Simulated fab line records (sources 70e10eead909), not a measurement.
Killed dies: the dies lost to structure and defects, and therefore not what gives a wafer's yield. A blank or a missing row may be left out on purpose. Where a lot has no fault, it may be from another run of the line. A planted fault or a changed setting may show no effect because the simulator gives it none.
fab line records	flow nandHarc
record: lots: 6	wafers: 17	lastDay: 24
route steps=1159 shown P_GATE@136
lots untouched by any fault: they come from a run of this same line in which no faults occurred
startH: hours from the record's first day to the start of the lot's first wafer shown	waitH: how many hours have passed since the lot's step before this one	" same as the row above	L1.1+2: a row that stands for several wafers	- either no value or no given start	* or withheld: withheld	< > ~ a bound
route shown NAME@n: names a module that has steps shown in the file, with the first one's number in the route	usual: mean/standard deviation of fault-free wafers	same: alike in all rows	chamber/n: place in a boat	sites: each site's reading	_std_site: the standard deviation of these	_edge_site: outer sites' mean less inner sites'	radiusMm: for every site, how far away it sits from the centre of the wafer	mask NAME#n: copy n	behind: tool/chamber where the wafer was last shaped	hold: the reason the lot was held/the length of the hold in hours/how it ended	device: the transistor (n, p or np) that didn't switch	end of line: the same wafers' tests at the end of the route	a step with no rows: only its recipe	killed: at the first sort, the dies lost to defects and structure; wafer yield is something else	map: the dies of a wafer, with x for killed, . for not killed, _ for no die there
set.NAME: the setting as run; set.NAME@STEP: as run at that earlier step	model.NAME: the simulator's own value behind a step, which no gauge read
a table for each step, a row for each wafer; lots at some steps of the route
services: the hour from which a tool's chamber was out of use, counted from the record's first day as startH (under 0 if before that day), plus the number of hours and why
== steps ==
step: NHARC_P_GATE_SOFTBAKE_21
recipe: tempC: 105	timeS: 55
step: NHARC_P_GATE_EBR_22
step: NHARC_P_GATE_EXPOSE_23
recipe: na: 1.35	targetCdNm: 120	doseMj: 93.91	maskId: P_GATE
step: NHARC_P_GATE_PEB_24
recipe: pebTempC: 100	pebTimeS: 65
step: NHARC_P_GATE_DEVELOP_25
recipe: developTimeS: 35	devTempC: 23
step: NHARC_P_GATE_CD_MEAS_26
recipe: targetCdNm: 120	landingEnergyEv: 500
usual: cdNm: 120.6/1
lot.wafer	tool	chamber	startH	waitH	cdNm
L491.1	cdSem-03	0	102.44	-	121.2
L491.3	"	0	"	"	122.3
L491.6	"	0	"	"	122.7
L493.1	cdSem-01	0	110.64	-	121.3
L493.2	"	0	"	"	120.7
L493.5	"	0	"	"	121.5
L501.2	cdSem-03	0	168.44	-	121.7
L501.4	"	0	"	"	120.1
L501.5	"	0	"	"	120.9
L502.1	cdSem-03	0	169.00	-	119.5
L502.4	"	0	"	"	119.4
L512.1	cdSem-01	0	225.84	-	119.8
L512.2	"	0	"	"	119.9
L512.6	"	0	"	"	119.3
L511.1	cdSem-01	0	226.49	-	120.6
L511.3	"	0	"	"	121.7
L511.4	"	0	"	"	119.6
step: NHARC_P_GATE_OVL_MEAS_27
usual: overlayXNm: 0.0/0.72	overlayYNm: 0.0/0.72
lot.wafer	tool	chamber	startH	waitH	overlayXNm	overlayYNm
L491.1	overlay-01	-	102.52	-	-0.6	-0.4
L491.3	"	-	"	"	-0.4	-0.1
L491.6	"	-	"	"	0.5	-0.4
L493.1	overlay-01	-	110.74	-	-0.1	-0.3
L493.2	"	-	"	"	-0.4	-0.7
L493.5	"	-	"	"	-0.3	-0.4
L501.2	overlay-01	-	168.53	-	0.2	-0.3
L501.4	"	-	"	"	0.4	0.4
L501.5	"	-	"	"	0.3	0.1
L502.1	overlay-02	-	169.09	-	0.1	-1.0
L502.4	"	-	"	"	-0.1	-0.3
L512.1	overlay-01	-	225.92	-	-1.2	-0.7
L512.2	"	-	"	"	-0.6	-0.9
L512.6	"	-	"	"	-1.0	-1.0
L511.1	overlay-02	-	226.57	-	1.4	-0.8
L511.3	"	-	"	"	0.8	-0.5
L511.4	"	-	"	"	1.0	-0.8
step: NHARC_P_GATE_INSPECT_28
usual: rawDefectCount: 6.0/2.7
lot.wafer	tool	chamber	startH	waitH	rawDefectCount
L491.1	defectInspect-01	-	102.56	0.0	5
L491.3	"	-	"	"	4
L491.6	"	-	"	"	6
L493.1	defectInspect-02	-	110.78	0.0	11
L493.2	"	-	"	"	10
L493.5	"	-	"	"	6
L501.2	defectInspect-02	-	168.56	0.0	4
L501.4	"	-	"	"	3
L501.5	"	-	"	"	3
L502.1	defectInspect-02	-	169.12	0.0	13
L502.4	"	-	"	"	6
L512.1	defectInspect-02	-	225.96	0.0	8
L512.2	"	-	"	"	4
L512.6	"	-	"	"	9
L511.1	defectInspect-01	-	226.61	0.0	3
L511.3	"	-	"	"	3
L511.4	"	-	"	"	5
step: NHARC_P_GATE_DESCUM_31
recipe: timeS: 3	o2FlowSccm: 200	arFlowSccm: 0	biasPowerW: 0	chemistry: O2
usual: drypumpMotorCurrentA: 5.6/0.41	oesProductAu: 1.002/0.014	rfVppV: 57.8/0.91	showerheadPlenumPTorr: 1.91/0.087	throttleValvePct: 11.311/0.0087
lot.wafer	tool	chamber	startH	waitH	drypumpMotorCurrentA	oesProductAu	rfHoursCounterH	rfVppV	showerheadPlenumPTorr	throttleValvePct
L491.1	rieDiel-03	0	102.65	0.1	5.1	0.992	9	56.8	1.88	11.297
L491.3	"	1	"	"	5.4	0.996	10	56.8	1.97	11.309
L491.6	"	1	"	"	5.4	0.996	-	57.5	1.97	11.303
L493.1	rieDiel-01	3	110.84	0.1	5.0	0.988	47	57.4	1.82	11.334
L493.2	"	2	"	"	6.1	0.988	48	58.4	1.97	11.317
L493.5	"	3	"	"	5.0	0.985	-	58.3	1.82	11.325
L501.4	rieDiel-01	1	168.63	0.1	5.3	1.015	7	57.7	2.07	11.304
L501.2	"	2	"	"	6.1	1.018	8	58.3	1.96	11.318
L501.5	"	0	"	"	5.8	0.993	-	55.8	1.98	11.300
L502.1	rieDiel-03	3	169.21	0.1	5.8	0.996	22	58.6	1.82	11.313
L502.4	"	1	"	"	5.4	0.997	26	58.1	1.97	11.295
L512.1	rieDiel-01	3	226.02	0.1	5.0	0.981	28	55.6	1.81	11.317
L512.2	"	2	"	"	6.1	1.016	27	59.2	1.96	11.324
L512.6	"	0	"	"	5.8	1.003	-	58.2	1.97	11.322
L511.3	rieDiel-01	1	226.69	0.1	5.3	1.004	25	57.7	2.07	11.326
L511.1	"	2	"	"	6.2	0.991	27	59.3	1.96	11.321
L511.4	"	3	"	"	5.0	0.989	28	57.4	1.81	11.303
step: NHARC_P_GATE_ETCH_104
recipe: targetDepthA: 600	timeS: withheld	cf4FlowSccm: 100	chf3FlowSccm: 30	arFlowSccm: 0	rfW: 500	biasW: 200	chemistry: CF4/CHF3
usual: drypumpMotorCurrentA: 5.6/0.41	oesProductAu: 0.941/0.02	rfFwdPowerW: 490.9/2	rfVppV: 370.3/2.4	showerheadPlenumPTorr: 1.56/0.068	throttleValvePct: 16.802/0.0094
lot.wafer	tool	chamber	startH	waitH	drypumpMotorCurrentA	oesProductAu	rfFwdPowerW	rfVppV	showerheadPlenumPTorr	throttleValvePct
L491.1	rieDiel-03	1	102.84	0.2	5.4	0.926	491.7	371.3	1.62	16.800
L491.3	"	2	"	"	6.2	0.957	491.6	367.3	1.48	16.813
L491.6	"	2	"	"	6.2	0.956	491.2	368.1	1.48	16.816
L493.1	rieDiel-01	3	110.93	0.1	5.0	0.945	490.4	369.9	1.50	16.800
L493.2	"	2	"	"	6.2	0.980	493.8	371.1	1.62	16.801
L493.5	"	0	"	"	5.8	0.945	489.7	372.7	1.63	16.798
L501.2	rieDiel-01	1	168.74	0.1	5.3	0.951	487.6	375.8	1.70	16.800
L501.4	"	2	"	"	6.1	0.957	494.2	371.9	1.61	16.789
L501.5	"	0	"	"	5.8	0.952	490.6	373.5	1.63	16.817
L502.4	rieDiel-03	3	169.29	0.1	5.8	0.929	491.5	368.1	1.50	16.793
L502.1	"	1	"	"	5.4	0.927	494.0	371.9	1.62	16.809
L512.2	rieDiel-01	1	226.11	0.1	5.3	0.987	491.6	374.5	1.69	16.809
L512.1	"	2	"	"	6.1	0.985	491.8	372.6	1.61	16.803
L512.6	"	0	"	"	5.8	0.948	490.4	372.5	1.62	16.790
L511.1	rieDiel-01	0	228.18	1.5	5.8	0.942	491.3	371.7	1.62	16.806
L511.3	"	1	"	"	5.3	0.957	488.8	373.5	1.69	16.793
L511.4	"	2	"	"	6.1	0.962	492.2	371.0	1.61	16.804
step: NHARC_P_GATE_HM_OPEN_105
recipe: targetDepthA: 3600	o2FlowSccm: 400	cosFlowSccm: 20	arFlowSccm: 0	rfW: 500	biasW: 300	chemistry: O2/COS
usual: drypumpMotorCurrentA: 5.6/0.4	oesProductAu: 1.002/0.015	rfFwdPowerW: 497.8/1.4	rfVppV: 466.8/3	showerheadPlenumPTorr: 3.11/0.13	throttleValvePct: 28.330/0.0077
lot.wafer	tool	chamber	startH	waitH	drypumpMotorCurrentA	oesProductAu	rfFwdPowerW	rfHoursCounterH	rfVppV	showerheadPlenumPTorr	throttleValvePct
L491.3	rieDiel-03	0	-	-	5.1	0.999	497.8	9	465.1	3.07	28.330
L491.1	"	1	"	"	5.4	1.007	497.1	11	469.2	3.22	28.324
L491.6	"	0	"	"	5.1	0.997	497.9	-	466.4	3.07	28.328
L493.1	rieDiel-01	0	-	-	5.8	0.981	499.5	47	470.2	3.23	28.335
L493.2	"	1	"	"	5.3	0.986	498.3	48	462.3	2.91	28.337
L493.5	"	0	"	"	5.8	0.980	494.7	-	470.4	3.23	28.320
L501.2	rieDiel-01	3	-	-	5.0	0.990	499.6	8	463.3	2.97	28.331
L501.4	"	0	"	"	5.8	1.000	497.6	7	470.2	3.22	28.349
L501.5	"	2	"	"	6.2	1.013	494.7	-	467.8	3.20	28.326
L502.1	rieDiel-03	1	-	-	5.4	1.006	497.4	26	470.5	3.21	28.328
L502.4	"	0	"	"	5.1	1.002	500.0	24	466.4	3.07	28.319
L512.1	rieDiel-01	1	-	-	5.3	1.013	497.9	25	471.3	3.36	28.337
L512.2	"	3	"	"	5.0	0.986	498.0	28	462.2	2.96	28.324
L512.6	"	0	"	"	5.8	0.990	499.0	-	468.1	3.21	28.322
L511.3	rieDiel-01	0	-	-	5.8	0.993	498.3	26	468.9	3.21	28.325
L511.4	"	2	"	"	6.1	1.001	497.5	29	468.8	3.19	28.313
L511.1	"	3	"	"	5.0	0.983	495.4	29	463.0	2.96	28.328
step: NHARC_P_GATE_STRIP_106
recipe: o2FlowSccm: 400	cosFlowSccm: 20	arFlowSccm: 0	biasW: 0	chemistry: O2/COS
step: NHARC_P_GATE_ETCH_114
recipe: targetDepthA: 300	overetchA: 30	timeS: 16.5	ionEnergyEv: 100	cf4FlowSccm: 80	o2FlowSccm: 20	arFlowSccm: 0	rfW: 300	biasW: 100	chemistry: CF4/O2
usual: drypumpMotorCurrentA: 5.6/0.41	oesProductAu: 1.002/0.016	rfFwdPowerW: 293.2/1.2	rfVppV: 197.5/1.4	showerheadPlenumPTorr: 1.32/0.059	throttleValvePct: 13.397/0.0083
lot.wafer	tool	chamber	startH	waitH	drypumpMotorCurrentA	oesProductAu	rfFwdPowerW	rfHoursCounterH	rfVppV	showerheadPlenumPTorr	throttleValvePct
L491.3	rieDiel-03	0	103	-	5.1	0.984	291.1	9	198.9	1.31	13.397
L491.1	"	1	"	"	5.4	1.002	290.9	11	198.9	1.38	13.400
L491.6	"	0	"	"	5.1	1.001	291.6	-	197.8	1.31	13.403
L493.2	rieDiel-01	2	111	-	6.1	0.999	294.1	48	197.0	1.37	13.389
L493.1	"	3	"	"	5.0	0.976	292.1	47	196.0	1.27	13.403
L493.5	"	0	"	"	5.8	0.975	290.9	-	197.7	1.38	13.388
L501.2	rieDiel-03	3	169.10	0.1	5.8	0.929	294.2	22	195.7	1.27	13.396
L501.4	"	0	"	"	5.1	0.913	293.0	24	196.7	1.31	13.394
L501.5	"	3	"	"	5.7	0.917	294.2	-	198.2	1.27	13.390
L502.4	rieDiel-03	1	170	-	5.4	0.910	292.5	26	199.3	1.37	13.391
L502.1	"	0	"	"	5.1	0.913	290.7	24	197.0	1.31	13.392
L512.1	rieDiel-01	1	226	-	5.3	1.029	294.6	25	200.4	1.44	13.403
L512.2	"	2	"	"	6.1	1.011	295.1	27	196.8	1.36	13.390
L512.6	"	3	"	"	5.0	0.994	292.3	-	197.2	1.27	13.406
L511.3	rieDiel-01	0	228	-	5.8	0.998	292.8	26	197.9	1.38	13.393
L511.1	"	1	"	"	5.3	1.014	291.6	27	199.0	1.44	13.398
L511.4	"	2	"	"	6.2	0.994	295.6	29	199.1	1.36	13.383
step: NHARC_P_GATE_ETCH_32
recipe: targetDepthA: 1500	overEtchFrac: 1	overEtchIonEnergyEv: 40	timeS: 100.1	hbrFlowSccm: 150	cl2FlowSccm: 50	rfW: 400	icpW: 400	biasW: 100	chemistry: HBr/Cl2
usual: drypumpMotorCurrentA: 6.00/0.29	oesProductAu: 1.000/0.012	rfFwdPowerW: 397.4/1.2	throttleValvePct: 26.405/0.0084
lot.wafer	tool	chamber	startH	waitH	drypumpMotorCurrentA	oesProductAu	rfFwdPowerW	rfHoursCounterH	throttleValvePct
L491.3	rieSi-02	3	103.26	-	6.17	1.012	396.9	0.7	26.417
L491.1	"	1	"	"	5.41	1.016	397.7	0.6	26.417
L491.6	"	0	"	"	6.36	0.984	397.0	-	26.427
L493.2	rieSi-02	3	111.32	-	6.18	1.014	397.1	0.8	26.407
L493.1	"	1	"	"	5.40	1.003	396.2	0.7	26.407
L493.5	"	3	"	"	6.16	1.001	397.6	-	26.396
L501.4	rieSi-02	3	169.20	-	6.13	1.010	398.7	1.3	26.406
L501.2	"	1	"	"	5.41	1.006	396.7	1.1	26.404
L501.5	"	3	"	"	6.18	1.008	397.2	-	26.410
L502.4	rieSi-02	1	170.25	-	5.38	1.005	396.0	1.2	26.397
L502.1	"	0	"	"	6.39	0.996	398.7	1.3	26.402
L512.1	rieSi-04	0	226.50	-	5.91	0.984	398.0	1.1	26.400
L512.2	"	2	"	"	5.45	0.983	397.0	1.0	26.400
L512.6	"	0	"	"	5.93	0.999	396.7	-	26.391
L511.4	rieSi-05	0	228.62	-	6.33	1.008	396.5	1.5	26.399
L511.1	"	2	"	"	6.14	1.017	398.6	1.4	26.415
L511.3	"	3	"	"	5.99	1.012	396.6	1.4	26.405
== services ==
tool	chamber	startH	hours	kind
rieSi-04	3	92.05	4.9	repair
rieDiel-01	0	92.97	-	clean
rieDiel-01	1	92.97	-	clean
rieDiel-01	2	92.97	-	clean
rieDiel-01	3	92.97	-	clean
rieSi-04	-	99.00	9.0	pm
rieSi-05	2	115.42	5.3	repair
rieDiel-01	0	117.47	-	clean
rieDiel-01	1	117.47	-	clean
rieDiel-01	2	117.47	-	clean
rieDiel-01	3	117.47	-	clean
rieSi-05	3	119.83	5.1	repair
rieDiel-01	-	137.80	9.0	pm
rieDiel-01	0	137.80	9.0	ventCycle
rieDiel-01	1	137.80	9.0	ventCycle
rieSi-04	2	142.23	5.9	repair
rieSi-05	1	157.29	4.0	repair
rieDiel-01	-	168.95	1.2	repair
rieDiel-03	0	177.10	7.7	repair
rieSi-05	1	196.86	1.7	repair
rieSi-05	-	203.56	0.6	repair
rieSi-02	-	211.00	9.0	pm
rieSi-04	1	212.61	6.5	repair
rieDiel-03	-	215.33	9.0	pm
== key ==
firstSign: step: NHARC_P_GATE_ETCH_114	reading: oesProductAu	direction: down	sigmas: 5.3	usual: 1.002	struck: 0.916
effect none on later readings
metAt NHARC_P_GATE_ETCH_114
struckWafers L501.2,L501.4,L501.5,L502.1,L502.4
laterRowsLeftOut L501.2,L501.4,L501.5,L502.1,L502.4
sortLeftOut L501.2,L501.4,L501.5,L502.1,L502.4
testerLeftOut L501,L502
onsetBetween 103 169.10
fault: kind: processParameterDrift	tool: rieDiel-03	chamber: -	onsetH: 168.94	steps: NHARC_P_GATE_ETCH_114	channel: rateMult	offset: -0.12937	shape: step	endH: 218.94
testerLeftOut: of these lots the tester's yield and bins aren't shown, on N5 and GAA mostly nor the transistor test; their killed dies are dies lost to structure and defects alone, not to doping, threshold or leakage, so they don't give the yield
sortLeftOut: the simulated sort isn't trusted on such a fault, so these wafers' sort isn't shown, and their yield isn't known
laterRowsLeftOut: the simulator's readings of these wafers behind a module that went badly wrong aren't trusted and aren't shown, but for the sort
